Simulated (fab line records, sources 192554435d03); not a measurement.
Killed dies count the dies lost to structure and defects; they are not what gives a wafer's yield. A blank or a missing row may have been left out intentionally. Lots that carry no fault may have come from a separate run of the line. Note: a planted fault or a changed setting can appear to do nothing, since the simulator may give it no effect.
Split-lot study | flow n5-finfet | 7 lots, 39 wafers read, on a route of 1938 steps

## THE SPLIT ITSELF
At N5_ZERO_LAYER_DEVELOP_10 (develop time 60 s), the setting develop-time-s was moved away from the recipe's 60 s on 18 of the 39 wafers read, by +15.9% to +48.5%. The other wafers ran this setting at the recipe's value.

## BETWEEN THE SPLIT AND THE READING: the file shows 1 step in between
- N5_ZERO_LAYER_HARDBAKE_23: time 120 s

## THE READING
cd-nm at N5_ZERO_LAYER_CD_MEAS_11, given in nm (cd target 2000 nm). On this fab line, fault-free wafers typically give 2000.2 nm with a standard deviation of 2.7 nm.

wafer  | tool, chamber at the split | develop-time-s as run, s | against the recipe | cd-nm, nm | against lot-mates on the recipe
L074.1 | litho-track-05, 0          | 89.12                    | +48.5%             | 2004.2    | +5.5
L074.2 | litho-track-05, 0          | 60                       | recipe             | 1999.9    | -
L074.3 | litho-track-05, 0          | 89.12                    | +48.5%             | 2005.4    | +6.7
L074.4 | litho-track-05, 0          | 89.12                    | +48.5%             | 2005.3    | +6.6
L074.5 | litho-track-05, 0          | 60                       | recipe             | 1995.3    | -
L074.6 | litho-track-05, 0          | 60                       | recipe             | 2000.9    | -
L076.1 | litho-track-02, 0          | 86.04                    | +43.4%             | 2010.4    | +6.9
L076.2 | litho-track-02, 0          | 60                       | recipe             | 2001.3    | -
L076.3 | litho-track-02, 0          | 86.04                    | +43.4%             | 2011.8    | +8.3
L076.4 | litho-track-02, 0          | 60                       | recipe             | 2003.4    | -
L076.5 | litho-track-02, 0          | 86.04                    | +43.4%             | 2010.9    | +7.4
L076.6 | litho-track-02, 0          | 60                       | recipe             | 2005.8    | -
L082.1 | litho-track-01, 0          | 60                       | recipe             | 1998.0    | -
L082.2 | litho-track-01, 0          | 60                       | recipe             | 1996.5    | -
L082.3 | litho-track-01, 0          | 87.12                    | +45.2%             | 2006.5    | +9.3
L082.4 | litho-track-01, 0          | 60                       | recipe             | 1997.2    | -
L082.5 | litho-track-01, 0          | 87.12                    | +45.2%             | 2005.6    | +8.4
L082.6 | litho-track-01, 0          | 87.12                    | +45.2%             | 2006.9    | +9.7
L087.1 | litho-track-02, 0          | 60                       | recipe             | 2005.4    | -
L087.2 | litho-track-02, 0          | 80.1                     | +33.5%             | 2009.7    | +6.6
L087.3 | litho-track-02, 0          | 80.1                     | +33.5%             | 2008.7    | +5.6
L087.4 | litho-track-02, 0          | 80.1                     | +33.5%             | 2011.4    | +8.3
L087.5 | litho-track-02, 0          | 60                       | recipe             | 2002.5    | -
L087.6 | litho-track-02, 0          | 60                       | recipe             | 2001.5    | -
L091.1 | litho-track-05, 0          | 60                       | recipe             | 2001.9    | -
L091.2 | litho-track-05, 0          | 69.54                    | +15.9%             | 1998.5    | -1.9
L091.3 | litho-track-05, 0          | 69.54                    | +15.9%             | 2000.6    | +0.2
L091.4 | litho-track-05, 0          | 60                       | recipe             | 1998.6    | -
L091.5 | litho-track-05, 0          | 60                       | recipe             | 2000.7    | -
L091.6 | litho-track-05, 0          | 69.54                    | +15.9%             | 2001.2    | +0.8
L096.1 | litho-track-01, 0          | 82.95                    | +38.3%             | 2005.5    | +7.0
L096.2 | litho-track-01, 0          | 60                       | recipe             | 1999.3    | -
L096.3 | litho-track-01, 0          | 60                       | recipe             | 2000.3    | -
L096.4 | litho-track-01, 0          | 60                       | recipe             | 1995.8    | -
L096.5 | litho-track-01, 0          | 82.95                    | +38.3%             | 2006.5    | +8.0
L096.6 | litho-track-01, 0          | 82.95                    | +38.3%             | 2005.9    | +7.4
L097.2 | litho-track-01, 0          | 60                       | recipe             | 1997.8    | -
L097.4 | litho-track-01, 0          | 60                       | recipe             | 2001.2    | -
L097.5 | litho-track-01, 0          | 60                       | recipe             | 2000.6    | -

THE FIT
A straight line over all 39 wafers: cd-nm changes by +0.169 nm for each +1% of develop-time-s; r = +0.76; the points scatter about the line by 3 nm.
The same after taking each lot's own level away (the mean of its wafers on the recipe; 39 wafers): +0.175 nm for each +1%; r = +0.89; scatter 1.8 nm.
Per that fit: largest develop-time-s move, reading shift of 8.5 nm.
From 1997.23 to 2003.50 nm: that is the span of the lots' own levels, equal to 2.3 times the standard deviation above.
So the lot-to-lot level blurs the effect unless lot-mates are compared.
Check: with one of the wafers moved furthest among these (+48.5%) left out of the fit, the line predicts +8.57 nm for it against its lot-mates. It came out at +5.5 nm against them.

## FILE'S OWN FIT
cd-nm changes by +0.17 nm for each +1% of develop-time-s, r = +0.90.
